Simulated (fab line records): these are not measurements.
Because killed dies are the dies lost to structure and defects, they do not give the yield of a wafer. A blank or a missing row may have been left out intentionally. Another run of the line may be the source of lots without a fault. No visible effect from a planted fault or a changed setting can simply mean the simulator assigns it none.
2 desks, one fault :: flow n5 finfet :: numbers are kept per desk, each desk with only its own; the story behind them comes last

== AT THE TOOL OWNER'S DESK: ald metal-04 ==
The tool's own readings at N5_HKMG_FIN_ALD_79 (deposits TiN, target thk 1.5 nm, pulse time 1 s, purge time 3 s): means of the sampled wafers that have a number, for each lot that ran on this tool. The brackets show how far a lot's mean lies from the usual mean; more than 4 standard deviations puts the lot out of limits, marked OUT.
Columns: A = heater power w at N5_HKMG_FIN_ALD_79, usual 900 W; B = precursor pulse height rel at N5_HKMG_FIN_ALD_79, usual 1.000
lot: L661
first seen here: day 5 18:13
A: 1042
B: 0.996

lot: L662
first seen here: day 6 01:02
A: 889
B: 0.996

lot: L664
first seen here: day 6 12:52
A: 1044
B: 1.019

lot: L669
first seen here: day 7 17:20
A: 936
B: 1.008
This desk found nothing out of limits on any of the 4 lots.

== THE METROLOGY DESK ==
What the gauges read for every lot (on any tool): the sampled wafers with a number, averaged. The brackets show how far a lot's mean lies from the usual mean; more than 4 standard deviations puts the lot out of limits, marked OUT. Of its 11 readings 7 are shown: those that lie furthest out on some lot.
Columns: A = cd nm at N5_HKMG_FIN_CD_MEAS_49, usual 201.8 nm; B = IOFF_N at N5_BEOL_M4_RC_MEAS_101, usual 0.157 nA/um; C = IOFF_P at N5_BEOL_M4_RC_MEAS_101, usual 0.206 nA/um; D = ION_P at N5_BEOL_M4_RC_MEAS_101, usual 461 uA/um; E = SS_N at N5_BEOL_M4_RC_MEAS_101, usual 71.5 mV/dec; F = SS_P at N5_BEOL_M4_RC_MEAS_101, usual 73.2 mV/dec; G = VT_P at N5_BEOL_M4_RC_MEAS_101, usual -250.6 mV
lot: L654
first seen here: day 3 23:53
A: 201.4
B: 0.130
C: 0.174
D: 455
E: 71.2
F: 72.7
G: -254.5

lot: L657
first seen here: day 4 18:55
A: 202.4
B: 0.173
C: 0.198
D: 463
E: 71.6
F: 73.7
G: -252.2

lot: L661
first seen here: day 5 16:31
A: 201.0
B: 0.191
C: 0.251
D: 464
E: 72.0
F: 73.9
G: -247.4

lot: L662
first seen here: day 5 23:16
A: 201.1
B: 0.151
C: 0.182
D: 460
E: 71.6
F: 73.2
G: -252.2

lot: L664
first seen here: day 6 11:24
A: 201.8
B: 0.147
C: 0.195
D: 458
E: 71.8
F: 73.3
G: -251.6

lot: L669
first seen here: day 7 15:52
A: 201.8
B: 0.148
C: 0.224
D: 469
E: 71.7
F: 73.0
G: -245.6

lot: L672
first seen here: day 8 12:10
A: 202.3
B: 0.170
C: 0.243
D: 472
E: 72.3
F: 73.4
G: -245.9

lot: L674
first seen here: day 9 02:14
A: 201.6
B: 0.150
C: 0.212
D: 468
E: 71.4
F: 73.5
G: -247.9

lot: L675
first seen here: day 9 08:32
A: 202.2
B: 0.143
C: 0.208
D: 468
E: 71.2
F: 72.8
G: -247.3
This desk found nothing out of limits on any of the 9 lots.

== BROUGHT TOGETHER ==
Nothing out of limits was seen by the tool owner's desk.
Nothing out of limits was seen by the metrology desk.

== WHAT THE SIMULATOR PUT IN ==
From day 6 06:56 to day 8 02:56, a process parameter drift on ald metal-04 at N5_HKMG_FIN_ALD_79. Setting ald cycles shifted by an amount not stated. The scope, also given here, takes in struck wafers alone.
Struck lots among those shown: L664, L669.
